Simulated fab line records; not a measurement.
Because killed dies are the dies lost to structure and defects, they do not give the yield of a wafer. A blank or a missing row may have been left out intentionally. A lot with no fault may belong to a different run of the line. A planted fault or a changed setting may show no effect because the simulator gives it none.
Chamber matching ; flow n5 finfet ; rie diel-02 running N5_HKMG_FIN_ETCH_32: 4 sister chambers
The step etches SOC in N2/H2, target depth 240 nm, time 300 s. 4 wafers are shown with their chamber, then 7 later ones without.

WAFERS PAIRED WITH THEIR CHAMBERS
wafer;chamber;showerhead plenum p Torr (Torr)
L076.4;1;2.50
L082.6;0;2.53
L092.1;3;2.54
L092.3;2;2.43

WAFERS WITHOUT THEIR CHAMBER
wafer;showerhead plenum p Torr (Torr)
L092.6;2.54
L093.1;2.52
L093.4;2.54
L093.6;2.43
L094.1;2.48
L094.2;2.52
L094.3;2.42

CHAMBER TAKEN BY EACH
wafer;from the rows above;in truth
L092.6;can't be placed: 3 or 0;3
L093.1;can't be placed: 0 or 1 or 3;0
L093.4;can't be placed: 3 or 0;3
L093.6;2;2
L094.1;1;1
L094.2;can't be placed: 0 or 1 or 3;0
L094.3;2;2
3 of 7 placed correctly. Cannot be placed on the basis of these rows: 4; the candidates contain the true chamber in 4. Placed wrongly: 0.
How it was worked out, from the rows above alone: a wafer's distance from a chamber is the root of the sum, over the readings, of the square of ((its reading less the chamber's mean) divided by the reading's scatter). If the next closest chamber is less than 2 further off than the closest, the wafer can't be placed; otherwise it belongs to the closest. For every chamber, the mean is computed from those of its wafers that are shown. The scatter: root of mean squared gap, hidden wafer to nearest shown wafer, with one shown wafer a chamber.
